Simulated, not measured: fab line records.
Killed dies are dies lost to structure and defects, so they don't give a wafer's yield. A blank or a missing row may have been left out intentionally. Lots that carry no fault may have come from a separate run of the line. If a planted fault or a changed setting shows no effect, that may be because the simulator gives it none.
Matching of chambers + flow nandHarc + NHARC_P_CONTACT_ETCH_31 on rieDiel-08: 4 sister chambers
The step etches the open film in CH3F/O2, target depth 30 nm, time 85.7 s. 14 wafers are shown with their chamber, then 6 later ones without.

WAFERS, EACH WITH ITS CHAMBER
| wafer  | chamber | showerheadPlenumPTorr (Torr) | drypumpMotorCurrentA (A) | rfVppV (V) |
|--------|---------|------------------------------|--------------------------|------------|
| L230.2 | 0       | 2.41                         | 5.5                      | 244.3      |
| L230.4 | 1       | 2.50                         | 5.9                      | 244.8      |
| L230.6 | 0       | 2.41                         | 5.5                      | 243.8      |
| L231.2 | 0       | 2.41                         | 5.5                      | 243.2      |
| L231.4 | 3       | 2.61                         | 6.0                      | 246.0      |
| L231.6 | 0       | 2.41                         | 5.5                      | 244.9      |
| L235.2 | 2       | 2.46                         | 6.7                      | 243.7      |
| L235.5 | 3       | 2.60                         | 6.0                      | 247.8      |
| L235.6 | 2       | 2.46                         | 6.7                      | 244.4      |
| L242.4 | 1       | 2.50                         | 6.0                      | 245.9      |
| L242.5 | 3       | 2.60                         | 6.0                      | 245.3      |
| L247.2 | 0       | 2.41                         | 5.5                      | 242.6      |
| L247.5 | 0       | 2.41                         | 5.6                      | 242.8      |
| L247.6 | 1       | 2.49                         | 6.0                      | 246.2      |

SIGNATURES (averages over the wafers above)
| reading               | chamber 0 | chamber 1 | chamber 2 | chamber 3 | scatter within a chamber |
|-----------------------|-----------|-----------|-----------|-----------|--------------------------|
| showerheadPlenumPTorr | 2.4100    | 2.4967    | 2.4600    | 2.6033    | 0.00365                  |
| drypumpMotorCurrentA  | 5.517     | 5.967     | 6.700     | 6.000     | 0.0387                   |
| rfVppV                | 243.600   | 245.633   | 244.050   | 246.367   | 0.932                    |
Rule: a wafer's distance from a chamber is the root of the sum, over the readings, of the square of ((its reading less the chamber's mean) divided by the reading's scatter). The wafer belongs to the nearest chamber; if the next one is less than 2 further off, it can't be placed. The scatter: the root of (the sum of the squares of (reading less its chamber's mean) over the shown wafers, divided by (wafers less chambers)).

WAFERS MISSING THEIR CHAMBER
| wafer  | showerheadPlenumPTorr (Torr) | drypumpMotorCurrentA (A) | rfVppV (V) |
|--------|------------------------------|--------------------------|------------|
| L250.3 | 2.46                         | 6.7                      | 245.6      |
| L250.5 | 2.41                         | 5.6                      | 242.1      |
| L250.6 | 2.60                         | 6.0                      | 247.2      |
| L252.2 | 2.46                         | 6.7                      | 243.3      |
| L252.5 | 2.41                         | 5.5                      | 242.0      |
| L252.6 | 2.49                         | 6.0                      | 245.3      |

WHICH CHAMBER EACH ONE RAN IN
| wafer  | from the rows above | in truth |
|--------|---------------------|----------|
| L250.3 | 2                   | 2        |
| L250.5 | 0                   | 0        |
| L250.6 | 3                   | 3        |
| L252.2 | 2                   | 2        |
| L252.5 | 0                   | 0        |
| L252.6 | 1                   | 1        |
Placed correctly: 6 of 6. Can't be placed from these rows: 0. Wrongly placed: 0.
